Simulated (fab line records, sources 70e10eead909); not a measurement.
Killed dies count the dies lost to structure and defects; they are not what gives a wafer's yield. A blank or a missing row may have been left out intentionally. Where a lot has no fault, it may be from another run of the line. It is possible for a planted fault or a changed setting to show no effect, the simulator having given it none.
fab line records -- flow nandHarc
[record] lots = 6, wafers = 18, lastDay = 34
route steps=1302 shown P_M0@262 END@1302
lots with no fault: from the same line, run without faults
startH: start of the lot's first displayed wafer, in hours after the record's first day -- waitH: hours since the lot's step before -- " repeats the value in the row above -- L1.1+2: a row that stands for several wafers -- - either no value or no given start -- * or withheld: withheld -- < > ~ a bound
route shown NAME@n: names a module that has steps shown in the file, with the first one's number in the route -- usual: average and standard deviation across the fault-free wafers -- same: alike in all rows -- chamber/n: place in a boat -- sites: readings site by site -- _std_site: their standard deviation -- _edge_site: mean of outer sites minus mean of inner sites -- radiusMm: for every site, how far away it sits from the centre of the wafer -- mask NAME#n: copy n -- behind: tool/chamber where the wafer was last shaped -- hold: reason for holding the lot/hours on hold/outcome of the hold -- device: transistor that didn't switch, given as n, p or np -- end of line: the same wafers' tests at the end of the route -- step lacking rows: just its recipe -- killed: dies lost to structure and defects at the first sort, not the wafer's yield -- map: per-die view of a wafer (x killed, . not killed, _ where there is no die)
set.NAME: the run value of the setting; set.NAME@STEP: its run value at that earlier step -- model.NAME: the simulator's own value behind a step, which no gauge read
lots at selected steps of the route; one table per step, one row per wafer
services: the hour from which a tool's chamber was out of use, counted from the record's first day as startH (under 0 if before that day), plus the number of hours and why
[[steps]]
[step NHARC_P_M0_DEVELOP_08]
[recipe] developTimeS = 35, devTempC = 23
[step NHARC_P_M0_CD_MEAS_09]
[recipe] targetCdNm = 90, landingEnergyEv = 500
[usual] cdNm = 89.9/0.61
lot.wafer,tool,chamber,startH,waitH,cdNm
L844.1,cdSem-01,0,137.36,-,89.4
L844.5,cdSem-01,0,137.36,-,89.7
L844.6,cdSem-01,0,137.36,-,89.8
L848.2,cdSem-01,0,170.10,-,89.6
L848.3,cdSem-01,0,170.10,-,88.7
L848.6,cdSem-01,0,170.10,-,89.2
L849.1,cdSem-01,0,182.28,-,90.7
L849.2,cdSem-01,0,182.28,-,91.5
L849.3,cdSem-01,0,182.28,-,91.1
L851.1,cdSem-03,0,206.17,-,89.6
L851.3,cdSem-03,0,206.17,-,89.3
L851.6,cdSem-03,0,206.17,-,89.4
L855.2,cdSem-01,0,241.66,-,89.8
L855.3,cdSem-01,0,241.66,-,90.7
L855.5,cdSem-01,0,241.66,-,89.2
L865.1,cdSem-03,0,339.06,-,90.3
L865.2,cdSem-03,0,339.06,-,89.6
L865.5,cdSem-03,0,339.06,-,89.5
[step NHARC_P_M0_OVL_MEAS_10]
[recipe] pitchNm = 180
[usual] overlayXNm = 0.1/0.63, overlayYNm = 0.2/0.85
lot.wafer,tool,chamber,startH,waitH,overlayXNm,overlayYNm
L844.1,overlay-02,-,137.45,-,0.1,-0.5
L844.5,overlay-02,-,137.45,-,0.1,-0.7
L844.6,overlay-02,-,137.45,-,-0.3,-0.8
L848.2,overlay-02,-,170.19,-,-0.4,0.2
L848.3,overlay-02,-,170.19,-,0.1,0.5
L848.6,overlay-02,-,170.19,-,-0.7,0.5
L849.1,overlay-01,-,182.36,-,-0.4,0.3
L849.2,overlay-01,-,182.36,-,-0.3,-0.3
L849.3,overlay-01,-,182.36,-,-0.5,-0.2
L851.1,overlay-02,-,206.25,-,0.6,0.4
L851.3,overlay-02,-,206.25,-,0.3,0.1
L851.6,overlay-02,-,206.25,-,0.8,-0.2
L855.2,overlay-01,-,241.75,-,1.4,-0.9
L855.3,overlay-01,-,241.75,-,1.8,-0.4
L855.5,overlay-01,-,241.75,-,1.7,-1.3
L865.1,overlay-01,-,339.14,-,0.0,1.1
L865.2,overlay-01,-,339.14,-,-0.2,0.6
L865.5,overlay-01,-,339.14,-,0.1,0.8
[step NHARC_P_M0_INSPECT_11]
[usual] rawDefectCount = 4.5/2.7
lot.wafer,tool,chamber,startH,waitH,rawDefectCount
L844.1,defectInspect-01,-,137.48,0.0,7
L844.5,defectInspect-01,-,137.48,0.0,8
L844.6,defectInspect-01,-,137.48,0.0,8
L848.2,defectInspect-02,-,170.22,0.0,4
L848.3,defectInspect-02,-,170.22,0.0,4
L848.6,defectInspect-02,-,170.22,0.0,6
L849.1,defectInspect-01,-,182.40,0.0,5
L849.2,defectInspect-01,-,182.40,0.0,2
L849.3,defectInspect-01,-,182.40,0.0,8
L851.1,defectInspect-02,-,206.29,0.0,6
L851.3,defectInspect-02,-,206.29,0.0,10
L851.6,defectInspect-02,-,206.29,0.0,5
L855.2,defectInspect-01,-,241.79,0.0,5
L855.3,defectInspect-01,-,241.79,0.0,4
L855.5,defectInspect-01,-,241.79,0.0,1
L865.1,defectInspect-01,-,339.18,0.0,1
L865.2,defectInspect-01,-,339.18,0.0,4
L865.5,defectInspect-01,-,339.18,0.0,2
[step NHARC_P_M0_DESCUM_14]
[recipe] timeS = 3, o2FlowSccm = 200, arFlowSccm = 0, biasPowerW = 0, chemistry = O2
[usual] drypumpMotorCurrentA = 5.9/0.39, oesProductAu = 0.996/0.011, rfVppV = 57.6/0.86, showerheadPlenumPTorr = 1.88/0.085, throttleValvePct = 11.312/0.0099
lot.wafer,tool,chamber,startH,waitH,drypumpMotorCurrentA,oesProductAu,rfHoursCounterH,rfVppV,showerheadPlenumPTorr,throttleValvePct
L844.1,rieDiel-11,2,137.55,0.1,5.9,1.002,3,58.2,1.83,11.299
L844.5,rieDiel-11,1,137.55,0.1,6.1,0.979,-,58.4,1.96,11.300
L844.6,rieDiel-11,2,137.55,0.1,5.9,0.989,-,56.6,1.83,11.305
L848.2,rieDiel-06,3,170.28,0.1,5.8,1.000,9,58.4,1.78,11.302
L848.3,rieDiel-06,2,170.28,0.1,6.2,0.983,9,56.9,1.87,11.301
L848.6,rieDiel-06,3,170.28,0.1,5.8,0.997,-,57.3,1.77,11.311
L849.3,rieDiel-11,3,182.56,0.2,6.6,1.002,11,59.1,2.04,11.314
L849.2,rieDiel-11,0,182.56,0.2,5.1,0.997,10,58.1,1.96,11.319
L849.1,rieDiel-11,2,182.56,0.2,5.9,0.995,11,58.5,1.82,11.315
L851.1,rieDiel-11,1,206.35,0.1,6.1,0.985,16,57.9,1.96,11.305
L851.3,rieDiel-11,2,206.35,0.1,5.9,0.990,17,56.8,1.82,11.311
L851.6,rieDiel-11,1,206.35,0.1,6.1,0.968,-,56.7,1.96,11.328
L855.2,rieDiel-06,0,241.86,0.1,5.2,0.989,33,58.6,1.93,11.311
L855.3,rieDiel-06,1,241.86,0.1,6.0,1.015,36,57.8,1.98,11.307
L855.5,rieDiel-06,0,241.86,0.1,5.2,0.985,-,58.7,1.93,11.306
L865.1,rieDiel-06,3,339.24,0.1,5.8,1.011,8,58.7,2.07,11.314
L865.2,rieDiel-06,2,339.24,0.1,6.2,0.975,8,57.4,1.85,11.308
L865.5,rieDiel-06,2,339.24,0.1,6.2,0.993,-,56.9,1.85,11.322
[step NHARC_P_M0_ETCH_34]
[recipe] targetDepthA = 400, overetchA = 120, timeS = 43.94, ionEnergyEv = 200, n2FlowSccm = 150, h2FlowSccm = 150, arFlowSccm = 0, rfW = 400, biasW = 150, chemistry = N2/H2
[step NHARC_P_M0_ETCH_15]
[recipe] targetDepthA = 1500, overetchA = 150, timeS = 82.5, c4f8FlowSccm = withheld, arFlowSccm = 400, rfW = 600, biasW = 300, chemistry = C4F8/Ar
[usual] oesProductAu = 0.946/0.024, rfVppV = 439.8/2.6
lot.wafer,tool,chamber,startH,waitH,oesProductAu,rfHoursCounterH,rfVppV
L844.1,rieDiel-11,2,-,-,0.972,3,436.4
L844.5,rieDiel-11,0,-,-,0.981,-,442.5
L844.6,rieDiel-11,1,-,-,0.961,-,443.0
L848.2,rieDiel-06,3,-,-,0.956,9,436.1
L848.3,rieDiel-06,0,-,-,0.944,10,441.1
L848.6,rieDiel-06,2,-,-,0.955,-,439.1
L849.2,rieDiel-11,0,-,-,0.957,10,442.5
L849.1,rieDiel-11,1,-,-,0.961,10,441.9
L849.3,rieDiel-11,2,-,-,0.961,11,437.5
L851.1,rieDiel-11,2,-,-,0.952,17,438.4
L851.3,rieDiel-11,3,-,-,0.974,16,446.5
L851.6,rieDiel-11,0,-,-,0.986,-,442.3
L855.2,rieDiel-06,3,-,-,0.913,28,436.8
L855.3,rieDiel-06,1,-,-,0.933,36,443.1
L855.5,rieDiel-06,2,-,-,0.910,-,438.5
L865.2,rieDiel-06,3,-,-,0.953,8,444.6
L865.1,rieDiel-06,0,-,-,0.931,8,440.8
L865.5,rieDiel-06,2,-,-,0.924,-,438.6
[step NHARC_P_M0_CD_MEAS_16]
[usual] cdNm = 89.9/0.81
lot.wafer,tool,chamber,startH,waitH,cdNm
L844.1,cdSem-03,-,137.87,-,89.3
L844.5,cdSem-03,-,137.87,-,89.8
L844.6,cdSem-03,-,137.87,-,89.8
L848.2,cdSem-01,-,170.59,-,90.7
L848.3,cdSem-01,-,170.59,-,89.1
L848.6,cdSem-01,-,170.59,-,89.6
L849.1,cdSem-03,-,182.86,-,91.1
L849.2,cdSem-03,-,182.86,-,91.2
L849.3,cdSem-03,-,182.86,-,91.7
L851.1,cdSem-01,-,206.65,-,89.5
L851.3,cdSem-01,-,206.65,-,90.1
L851.6,cdSem-01,-,206.65,-,89.2
L855.2,cdSem-02,-,242.15,-,88.5
L855.3,cdSem-02,-,242.15,-,89.9
L855.5,cdSem-02,-,242.15,-,87.9
L865.1,cdSem-02,-,339.68,-,90.7
L865.2,cdSem-02,-,339.68,-,90.0
L865.5,cdSem-02,-,339.68,-,90.1
[step NHARC_P_M0_STRIP_18]
[recipe] powerW = 1000, n2FlowSccm = 150, h2FlowSccm = 150, arFlowSccm = 0, biasW = 0, chemistry = N2/H2
[step NHARC_P_M0_STRIP_19]
[recipe] timeS = 600, tempC = 30, chemistry = postEtchResidueRemover
[step NHARC_P_M0_DEGAS_28]
[recipe] tempC = 250, timeS = 60
[usual] heaterPowerW = 330/32
lot.wafer,tool,chamber,startH,waitH,heaterPowerW
L844.1,pvdSputter-03,-,138.51,-,345
L844.6,pvdSputter-03,-,138.51,-,270
L844.5,pvdSputter-03,-,138.51,-,354
L848.2,pvdSputter-01,-,171.26,-,357
L848.3,pvdSputter-01,-,171.26,-,376
L848.6,pvdSputter-01,-,171.26,-,353
L849.1,pvdSputter-02,-,183.65,-,345
L849.3,pvdSputter-02,-,183.65,-,274
L849.2,pvdSputter-02,-,183.65,-,380
L851.3,pvdSputter-03,-,207.27,-,285
L851.1,pvdSputter-03,-,207.27,-,362
L851.6,pvdSputter-03,-,207.27,-,361
L855.3,pvdSputter-02,-,242.77,-,308
L855.2,pvdSputter-02,-,242.77,-,270
L855.5,pvdSputter-02,-,242.77,-,315
L865.2,pvdSputter-01,-,340.31,-,301
L865.1,pvdSputter-01,-,340.31,-,330
L865.5,pvdSputter-01,-,340.31,-,383
[step NHARC_P_M0_PRE_CLEAN_29]
[recipe] timeS = 30, tempC = 280, gas = H2/He
[usual] heaterPowerW = 405/40
lot.wafer,tool,chamber,startH,waitH,heaterPowerW
L844.1,pvdSputter-03,-,-,-,443
L844.5,pvdSputter-03,-,-,-,418
L844.6,pvdSputter-03,-,-,-,341
L848.2,pvdSputter-01,-,-,-,373
L848.3,pvdSputter-01,-,-,-,477
L848.6,pvdSputter-01,-,-,-,438
L849.2,pvdSputter-02,-,-,-,444
L849.3,pvdSputter-02,-,-,-,422
L849.1,pvdSputter-02,-,-,-,329
L851.3,pvdSputter-03,-,-,-,363
L851.1,pvdSputter-03,-,-,-,388
L851.6,pvdSputter-03,-,-,-,361
L855.2,pvdSputter-02,-,-,-,455
L855.3,pvdSputter-02,-,-,-,419
L855.5,pvdSputter-02,-,-,-,443
L865.1,pvdSputter-01,-,-,-,465
L865.2,pvdSputter-01,-,-,-,416
L865.5,pvdSputter-01,-,-,-,373
[step NHARC_P_M0_PVD_20]
[recipe] targetThkA = 50, biasV = 168.6, powerW = 15000, chamberPressurePa = 0.12, timeS = 8.06, substrateTempC = 50, material = TaN
[usual] throttleValvePct = 29.7/1
lot.wafer,tool,chamber,startH,waitH,throttleValvePct
L844.1,pvdSputter-03,-,138.65,-,30.0
L844.6,pvdSputter-03,-,138.65,-,31.0
L844.5,pvdSputter-03,-,138.65,-,28.2
L848.3,pvdSputter-01,-,171.38,-,28.7
L848.2,pvdSputter-01,-,171.38,-,29.6
L848.6,pvdSputter-01,-,171.38,-,28.3
L849.2,pvdSputter-02,-,183.75,-,29.0
L849.3,pvdSputter-02,-,183.75,-,30.4
L849.1,pvdSputter-02,-,183.75,-,30.4
L851.3,pvdSputter-03,-,207.39,-,28.8
L851.1,pvdSputter-03,-,207.39,-,29.6
L851.6,pvdSputter-03,-,207.39,-,28.5
L851.3,pvdSputter-03,-,207.65,-,28.6
L851.1,pvdSputter-03,-,207.65,-,29.4
L851.6,pvdSputter-03,-,207.65,-,28.8
L855.3,pvdSputter-02,-,242.88,-,28.4
L855.2,pvdSputter-02,-,242.88,-,28.8
L855.5,pvdSputter-02,-,242.88,-,28.5
L855.3,pvdSputter-02,-,243.15,-,28.7
L855.2,pvdSputter-02,-,243.15,-,29.2
L855.5,pvdSputter-02,-,243.15,-,28.1
L865.2,pvdSputter-01,-,340.45,-,31.2
L865.1,pvdSputter-01,-,340.45,-,28.8
L865.5,pvdSputter-01,-,340.45,-,28.8
[step NHARC_P_M0_PVD_21]
[recipe] targetThkA = 300, chamberPressurePa = 5, powerW = 5000, substrateTempC = 30, timeS = 20.49, material = Cu
[usual] throttleValvePct = 29.7/0.98
lot.wafer,tool,chamber,startH,waitH,throttleValvePct
L844.1,pvdSputter-03,-,-,-,28.1
L844.5,pvdSputter-03,-,-,-,30.4
L844.6,pvdSputter-03,-,-,-,30.0
L848.2,pvdSputter-01,-,-,-,29.5
L848.3,pvdSputter-01,-,-,-,31.4
L848.6,pvdSputter-01,-,-,-,29.5
L849.1,pvdSputter-02,-,-,-,30.7
L849.3,pvdSputter-02,-,-,-,28.4
L849.2,pvdSputter-02,-,-,-,29.1
L851.3,pvdSputter-03,-,-,-,30.0
L851.1,pvdSputter-03,-,-,-,28.6
L851.6,pvdSputter-03,-,-,-,29.8
L855.2,pvdSputter-02,-,-,-,30.6
L855.3,pvdSputter-02,-,-,-,28.7
L855.5,pvdSputter-02,-,-,-,30.7
L865.2,pvdSputter-01,-,-,-,31.1
L865.1,pvdSputter-01,-,-,-,28.7
L865.5,pvdSputter-01,-,-,-,28.6
[step NHARC_END_SORT_01]
[recipe] tempC = 25
[usual] defectLimitedYield = 90.6/2.8, killedAtArray = 58/20, killedAtOther = 0.8/1, killedAtPeriphery = 4.6/2.8, killedDies = 63/19, killedOpen = 3.4/2, killedShort = 2.4/1.8
[same] grossDies = 677
lot.wafer,tool,chamber,startH,waitH,defectLimitedYield[%],killedAtArray,killedAtOther,killedAtPeriphery,killedDies,killedOpen,killedShort
L844.1,prober-02,0,580.26,2.5,88.9,70,1,4,75,0,3
L844.5,prober-02,0,583.44,3.7,88.9,70,2,3,75,2,1
L844.6,prober-02,0,584.24,4.0,90.0,64,0,4,68,1,1
L848.2,prober-02,0,598.51,2.8,88.8,68,2,6,76,7,1
L848.3,prober-02,0,599.31,3.1,88.5,71,2,5,78,4,1
L848.6,prober-02,0,601.71,4.0,90.0,63,0,5,68,1,4
L855.2,prober-01,0,679.76,2.8,93.6,37,1,5,43,9,4
L855.3,prober-01,0,680.56,3.1,93.5,40,1,3,44,2,8
L855.5,prober-01,0,682.15,3.7,93.9,37,3,1,41,4,1
L865.1,prober-02,0,801.62,2.5,90.8,60,1,1,62,5,2
L865.2,prober-02,0,802.42,2.8,88.6,70,0,7,77,5,5
L865.5,prober-02,0,804.81,3.7,86.7,79,2,9,90,8,0
// killed by level:class
L844.1 A_CHANNEL_HOLE_D1:chamberFilmFlake=33 A_CHANNEL_HOLE_D2:chamberFilmFlake=24 A_SLIT:chamberFilmFlake=5 A_STAIRCASE:chamberFilmFlake=4 A_CHANNEL_FILL_D2:chamberFilmFlake=2 P_M0:geometricParticle:short=1 A_ONON_D1:geometricParticle:short=1 STARTING-WAFER:geometricParticle:short=1
L844.5 A_CHANNEL_HOLE_D2:chamberFilmFlake=31 A_CHANNEL_HOLE_D1:chamberFilmFlake=18 A_STAIRCASE:chamberFilmFlake=10 P_GATE:chamberFilmFlake=2 A_DECK1_JOINT:chamberFilmFlake=2 A_SLIT:chamberFilmFlake=2 A_CONTACT:chamberFilmFlake=2 THIN_TSV:chamberFilmFlake=2
L844.6 A_CHANNEL_HOLE_D1:chamberFilmFlake=28 A_CHANNEL_HOLE_D2:chamberFilmFlake=25 A_STAIRCASE:chamberFilmFlake=5 P_GATE:chamberFilmFlake=4 A_SLIT:chamberFilmFlake=2 A_WL_FILL:geometricParticle:short=1 A_WL_FILL:geometricParticle:open=1 A_SGD_CUT:chamberFilmFlake=1
L848.2 A_SLIT:chamberFilmFlake=30 A_CHANNEL_HOLE_D2:chamberFilmFlake=22 A_STAIRCASE:chamberFilmFlake=5 A_SOURCE_PLATE:geometricParticle:open=2 A_CHANNEL_FILL_D2:geometricParticle:open=2 P_ZERO_WELL:chamberFilmFlake=2 P_BONDPAD:chamberFilmFlake=2 A_CHANNEL_FILL_D1:chamberFilmFlake=2
L848.3 A_SLIT:chamberFilmFlake=32 A_CHANNEL_HOLE_D2:chamberFilmFlake=24 A_CONTACT:chamberFilmFlake=4 A_STAIRCASE:chamberFilmFlake=3 P_BONDPAD:chamberFilmFlake=2 A_CHANNEL_FILL_D1:chamberFilmFlake=2 THIN_TSV:chamberFilmFlake=2 P_CONTACT:geometricParticle:open=1
L848.6 A_CHANNEL_HOLE_D2:chamberFilmFlake=23 A_SLIT:chamberFilmFlake=20 A_STAIRCASE:chamberFilmFlake=9 A_CHANNEL_HOLE_D1:chamberFilmFlake=3 A_CONTACT:chamberFilmFlake=3 P_BONDPAD:chamberFilmFlake=2 P_M2:geometricParticle:short=1 A_SOURCE_PLATE:geometricParticle:open=1
L855.2 A_CHANNEL_HOLE_D2:chamberFilmFlake=13 A_CHANNEL_HOLE_D1:chamberFilmFlake=4 A_STAIRCASE:chamberFilmFlake=4 P_M2:geometricParticle:open=3 A_CHANNEL_FILL_D2:geometricParticle:open=3 A_DECK1_JOINT:geometricParticle:short=2 A_WL_FILL:geometricParticle:open=2 A_ZERO_WELL:chamberFilmFlake=2
L855.3 A_CHANNEL_HOLE_D2:chamberFilmFlake=16 A_CHANNEL_HOLE_D1:chamberFilmFlake=5 A_ZERO_WELL:chamberFilmFlake=3 A_STAIRCASE:chamberFilmFlake=3 A_CONTACT:chamberFilmFlake=3 P_ZERO_WELL:chamberFilmFlake=2 P_GATE:geometricParticle:short=1 A_ONON_D1:geometricParticle:short=1
L855.5 A_CHANNEL_HOLE_D2:chamberFilmFlake=24 A_CHANNEL_HOLE_D1:chamberFilmFlake=4 THIN_TSV:chamberFilmFlake=3 A_M0:geometricParticle:open=2 A_ONON_D1:geometricParticle:short=1 A_SGD_CUT:geometricParticle:open=1 A_BLC:geometricParticle:open=1 P_M2:chamberFilmFlake=1
L865.1 A_CHANNEL_HOLE_D2:chamberFilmFlake=16 A_CHANNEL_HOLE_D1:chamberFilmFlake=15 A_SLIT:chamberFilmFlake=15 A_WL_FILL:chamberFilmFlake=4 A_BLC:geometricParticle:open=2 A_DECK1_JOINT:geometricParticle:open=1 A_ONON_D2:geometricParticle:short=1 A_CHANNEL_HOLE_D2:geometricParticle:open=1
L865.2 A_SLIT:chamberFilmFlake=24 A_CHANNEL_HOLE_D2:chamberFilmFlake=21 A_CHANNEL_HOLE_D1:chamberFilmFlake=10 P_BONDPAD:chamberFilmFlake=4 A_CHANNEL_FILL_D1:geometricParticle:short=2 A_DECK1_JOINT:geometricParticle:open=2 P_GATE:chamberFilmFlake=2 A_STAIRCASE:chamberFilmFlake=2
L865.5 A_SLIT:chamberFilmFlake=35 A_CHANNEL_HOLE_D2:chamberFilmFlake=15 A_CHANNEL_HOLE_D1:chamberFilmFlake=12 A_WL_FILL:chamberFilmFlake=7 P_BONDPAD:chamberFilmFlake=5 A_CONTACT:geometricParticle:open=3 A_DECK1_JOINT:chamberFilmFlake=3 A_STAIRCASE:chamberFilmFlake=2
[[services]]
tool,chamber,startH,hours,kind
rieDiel-11,-,114.97,9.0,pm
rieDiel-11,0,114.97,9.0,ventCycle
rieDiel-11,1,114.97,9.0,ventCycle
rieDiel-11,2,114.97,9.0,ventCycle
rieDiel-11,3,114.97,9.0,ventCycle
rieDiel-11,0,123.97,-,clean
rieDiel-11,1,123.97,-,clean
rieDiel-11,2,123.97,-,clean
rieDiel-11,3,123.97,-,clean
rieDiel-06,-,130.20,9.0,pm
rieDiel-06,0,130.20,9.0,ventCycle
rieDiel-06,1,130.20,9.0,ventCycle
rieDiel-06,2,130.20,9.0,ventCycle
rieDiel-06,-,142.33,2.5,repair
rieDiel-11,0,166.16,4.8,repair
pvdSputter-03,-,170.00,10.0,pm
rieDiel-11,3,171.07,1.8,repair
pvdSputter-01,-,226.00,10.0,pm
pvdSputter-01,-,269.80,2.5,repair
rieDiel-06,1,276.71,102.2,repair
pvdSputter-02,-,282.00,10.0,pm
rieDiel-11,-,292.03,9.0,pm
rieDiel-11,0,301.59,9.0,repair
rieDiel-06,-,308.34,9.0,pm
[[key]]
[firstSign] step = NHARC_P_M0_PVD_20, reading = visit, direction = added
effect none on later readings
metAt NHARC_P_M0_PVD_20
struckWafers L851.1,L851.3,L851.6,L855.2,L855.3,L855.5
[fault] kind = repeatedStepWhole, tool = pvdSputter-01,pvdSputter-02,pvdSputter-03, chamber = -, onsetH = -, steps = NHARC_P_M0_PVD_20, times = 1, scope = struckLotsOnly
